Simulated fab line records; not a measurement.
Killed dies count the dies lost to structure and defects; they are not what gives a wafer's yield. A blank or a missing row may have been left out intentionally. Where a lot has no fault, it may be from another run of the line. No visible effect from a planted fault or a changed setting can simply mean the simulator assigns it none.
The same fault as seen by 2 desks | flow nandHarc | each desk has only its own numbers; what lay behind them comes last

== TOOL OWNER'S DESK, pecvdOnon-02 ==
The tool's own readings at NHARC_A_ONON_D1_DEP_06 (target thk 1000 nm): means of the sampled wafers that have a number, for each lot that ran on this tool. If a lot's mean is further than 4 standard deviations from the usual mean, the lot is out of limits and carries the mark OUT (the distance appears in the brackets).
Columns: A = n2oFlowSccm at NHARC_A_ONON_D1_DEP_06, usual 2001 sccm; B = susceptorTempC at NHARC_A_ONON_D1_DEP_06, usual 400.00 C
lot  | first seen here | A    | B
L954 | day 7 20:28     | 1995 | 400.29
L953 | day 7 20:53     | 2000 | 399.64
L961 | day 9 21:58     | 2005 | 422.89 (+99 or more) OUT
L964 | day 10 18:27    | 2002 | 422.98 (+99 or more) OUT
This desk's finding: out of limits on L961, L964; first on L961, day 9 21:58 (susceptorTempC at NHARC_A_ONON_D1_DEP_06). L954, L953 stayed within limits.

== FROM THE METROLOGY DESK ==
Means of the sampled wafers that have a number, per lot and without regard to the tool the lot ran on: this is what the gauges read. If a lot's mean is further than 4 standard deviations from the usual mean, the lot is out of limits and carries the mark OUT (the distance appears in the brackets).
Columns: A = thkNm at NHARC_A_ONON_D1_THK_MEAS_05, usual 1001 nm
lot  | first seen here | A
L954 | day 7 20:25     | 1002
L953 | day 7 20:46     | 992
L956 | day 8 10:57     | 1002
L960 | day 9 07:27     | 1021
L961 | day 9 21:51     | 986
L964 | day 10 18:17    | 1003
L965 | day 10 18:25    | 1026
L966 | day 10 18:37    | 1006
L968 | day 11 18:59    | 986
L972 | day 12 02:46    | 991
L971 | day 12 02:49    | 994
L973 | day 12 20:05    | 1006
L975 | day 13 05:41    | 1017
L974 | day 13 05:52    | 998
Result from this desk: across the 14 lots, nothing is out of limits.

== ALL TOGETHER ==
An alarm could have come from the tool owner's desk at day 9 21:58, on L961, L964.
Metrology desk: nothing out of limits seen.
The metrology desk holds a record of L961, L964, inside its limits.
Of the lots named, all ran NHARC_A_ONON_D1_DEP_06 on pecvdOnon-02.

== WHAT THE SIMULATOR HAD PUT IN ==
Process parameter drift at NHARC_A_ONON_D1_DEP_06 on pecvdOnon-02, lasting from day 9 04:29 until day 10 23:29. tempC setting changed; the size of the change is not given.
Shown lots that were struck: L961, L964.
Time in hours from fault onset to the first out-of-limits reading at each desk: the tool owner's desk, 17.
